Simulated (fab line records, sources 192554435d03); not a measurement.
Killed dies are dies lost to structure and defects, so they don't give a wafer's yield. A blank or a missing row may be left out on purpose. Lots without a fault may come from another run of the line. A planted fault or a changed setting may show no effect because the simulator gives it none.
Chamber matching | flow n5_finfet | N5_BEOL_M4_ETCH_63 on rie_diel-06: 4 sister chambers
The step etches SiARC in CF4, target depth 15.6 nm, time 26 s. 20 wafers are shown with their chamber, then 10 later ones without.

WAFERS WITH THEIR CHAMBER
wafer  | chamber | showerhead_plenum_p_Torr (Torr) | oes_product_au (a.u.) | throttle_valve_pct (%)
L076.3 | 3       | 2.17                            | 0.70                  | 15.68
L076.4 | 2       | 2.16                            | 0.66                  | 15.52
L076.6 | 3       | 2.17                            | 0.70                  | 15.68
L077.2 | 3       | 2.17                            | 0.72                  | 15.67
L077.5 | 3       | 2.17                            | 0.71                  | 15.70
L077.6 | 2       | 2.16                            | 0.67                  | 15.54
L078.1 | 0       | 2.12                            | 0.60                  | 15.96
L078.3 | 2       | 2.15                            | 0.66                  | 15.53
L078.6 | 0       | 2.12                            | 0.59                  | 15.98
L083.3 | 1       | 2.20                            | 0.59                  | 15.80
L083.4 | 0       | 2.12                            | 0.60                  | 16.00
L083.5 | 1       | 2.20                            | 0.59                  | 15.79
L089.1 | 3       | 2.16                            | 0.69                  | 15.74
L089.5 | 3       | 2.16                            | 0.69                  | 15.72
L089.6 | 2       | 2.15                            | 0.64                  | 15.59
L090.2 | 2       | 2.15                            | 0.64                  | 15.59
L090.5 | 2       | 2.15                            | 0.64                  | 15.59
L090.6 | 3       | 2.16                            | 0.69                  | 15.73
L092.1 | 2       | 2.14                            | 0.64                  | 15.60
L092.3 | 1       | 2.20                            | 0.59                  | 15.84

SIGNATURES (means of the wafers above)
reading                  | chamber 0 | chamber 1 | chamber 2 | chamber 3 | scatter within a chamber
showerhead_plenum_p_Torr | 2.1200    | 2.2000    | 2.1514    | 2.1657    | 0.00535
oes_product_au           | 0.5967    | 0.5900    | 0.6500    | 0.7000    | 0.0108
throttle_valve_pct       | 15.9800   | 15.8100   | 15.5657   | 15.7029   | 0.0293
Rule: a wafer's distance from a chamber is the root of the sum, over the readings, of the square of ((its reading less the chamber's mean) divided by the reading's scatter). The wafer belongs to the nearest chamber; if the next one is less than 2 further off, it can't be placed. The scatter: the root of (the sum of the squares of (reading less its chamber's mean) over the shown wafers, divided by (wafers less chambers)).

WAFERS WITHOUT THEIR CHAMBER
wafer  | showerhead_plenum_p_Torr (Torr) | oes_product_au (a.u.) | throttle_valve_pct (%)
L092.4 | 2.11                            | 0.58                  | 16.04
L093.2 | 2.20                            | 0.59                  | 15.83
L093.4 | 2.11                            | 0.59                  | 16.04
L093.5 | 2.11                            | 0.59                  | 16.03
L094.1 | 2.20                            | 0.58                  | 15.85
L094.2 | 2.15                            | 0.68                  | 15.76
L094.3 | 2.11                            | 0.57                  | 16.03
L097.1 | 2.14                            | 0.63                  | 15.60
L097.3 | 2.11                            | 0.58                  | 16.03
L097.5 | 2.19                            | 0.58                  | 15.85

WHICH CHAMBER EACH WENT THROUGH
wafer  | from the rows above | in truth
L092.4 | 0                   | 0
L093.2 | 1                   | 1
L093.4 | 0                   | 0
L093.5 | 0                   | 0
L094.1 | 1                   | 1
L094.2 | 3                   | 3
L094.3 | 0                   | 0
L097.1 | 2                   | 2
L097.3 | 0                   | 0
L097.5 | 1                   | 1
Placed correctly: 10 of 10. Can't be placed from these rows: 0. Placed wrongly: 0.
